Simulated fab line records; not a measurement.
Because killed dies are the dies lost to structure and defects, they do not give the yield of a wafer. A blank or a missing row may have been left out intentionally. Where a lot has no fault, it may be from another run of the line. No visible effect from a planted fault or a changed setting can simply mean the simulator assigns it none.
One fault through the eyes of 2 desks | flow n5 finfet | each desk holds nothing but its own numbers, with what lay behind them at the end

METROLOGY DESK
Means of the sampled wafers that have a number, per lot and without regard to the tool the lot ran on: this is what the gauges read. The brackets show how far a lot's mean lies from the usual mean; more than 4 standard deviations puts the lot out of limits, marked OUT. 7 of its 11 readings are shown, namely those furthest out on some lot.
Columns: A = DIBL_N at N5_BEOL_M4_RC_MEAS_101, usual 37.0 mV/V; B = DIBL_P at N5_BEOL_M4_RC_MEAS_101, usual 37.3 mV/V; C = IOFF_N at N5_BEOL_M4_RC_MEAS_101, usual 0.17 nA/um; D = IOFF_P at N5_BEOL_M4_RC_MEAS_101, usual 0.23 nA/um; E = ION_N at N5_BEOL_M4_RC_MEAS_101, usual 675 uA/um; F = ION_P at N5_BEOL_M4_RC_MEAS_101, usual 460 uA/um; G = SS_P at N5_BEOL_M4_RC_MEAS_101, usual 73.6 mV/dec
lot  | first seen here | A    | B    | C    | D    | E   | F   | G
L781 | day 3 17:06     | 40.4 | 40.4 | 0.25 | 0.31 | 689 | 471 | 74.9
L783 | day 4 05:58     | 36.8 | 37.1 | 0.17 | 0.23 | 668 | 460 | 73.8
L785 | day 4 15:44     | 36.6 | 37.9 | 0.16 | 0.24 | 677 | 469 | 73.4
L786 | day 5 01:55     | 37.1 | 39.1 | 0.20 | 0.28 | 682 | 469 | 73.0
L792 | day 6 11:32     | 37.2 | 36.2 | 0.16 | 0.20 | 660 | 454 | 73.4
L793 | day 6 19:17     | 36.5 | 37.4 | 0.19 | 0.26 | 678 | 468 | 73.5
L796 | day 7 13:26     | 37.8 | 38.5 | 0.17 | 0.23 | 676 | 461 | 73.4
L798 | day 8 00:02     | 35.7 | 33.6 | 0.13 | 0.16 | 657 | 447 | 72.9
L800 | day 8 12:58     | 36.2 | 34.2 | 0.15 | 0.20 | 676 | 460 | 72.9
L803 | day 9 04:14     | 37.8 | 38.9 | 0.19 | 0.27 | 681 | 468 | 73.9
This desk found nothing out of limits on any of the 10 lots.

THE TOOL OWNER'S DESK: rie diel-03
The tool's own readings at N5_SDB_ETCH_25 (etches SiO2 in C4F6/O2, target depth 10 nm, time 3.3 s): means of the sampled wafers that have a number, for each lot that ran on this tool. The brackets show how far a lot's mean lies from the usual mean; more than 4 standard deviations puts the lot out of limits, marked OUT.
Columns: A = drypump motor current A at N5_SDB_ETCH_25, usual 5.6 A; B = oes product au at N5_SDB_ETCH_25, usual 0.76 a.u.; C = rf vpp V at N5_SDB_ETCH_25, usual 661 V; D = showerhead plenum p Torr at N5_SDB_ETCH_25, usual 2.84 Torr; E = throttle valve pct at N5_SDB_ETCH_25, usual 21.14 %
lot  | first seen here | A   | B    | C   | D    | E
L783 | day 4 07:20     | 6.1 | 0.77 | 656 | 2.77 | 21.25
L785 | day 4 16:54     | 5.3 | 0.70 | 658 | 2.79 | 21.25
L796 | day 7 14:43     | 6.1 | 0.82 | 660 | 2.85 | 21.28
L798 | day 8 01:43     | 5.7 | 1.00 | 661 | 2.87 | 21.20
L800 | day 8 14:05     | 5.2 | 1.00 | 670 | 3.07 | 21.23
L803 | day 9 05:24     | 5.7 | 0.90 | 661 | 2.87 | 21.15
This desk found nothing out of limits on any of the 6 lots.

PUT TOGETHER
At the metrology desk, nothing out of limits was observed.
The tool owner's desk saw nothing out of limits.

WHAT THE SIMULATOR HAD PUT IN
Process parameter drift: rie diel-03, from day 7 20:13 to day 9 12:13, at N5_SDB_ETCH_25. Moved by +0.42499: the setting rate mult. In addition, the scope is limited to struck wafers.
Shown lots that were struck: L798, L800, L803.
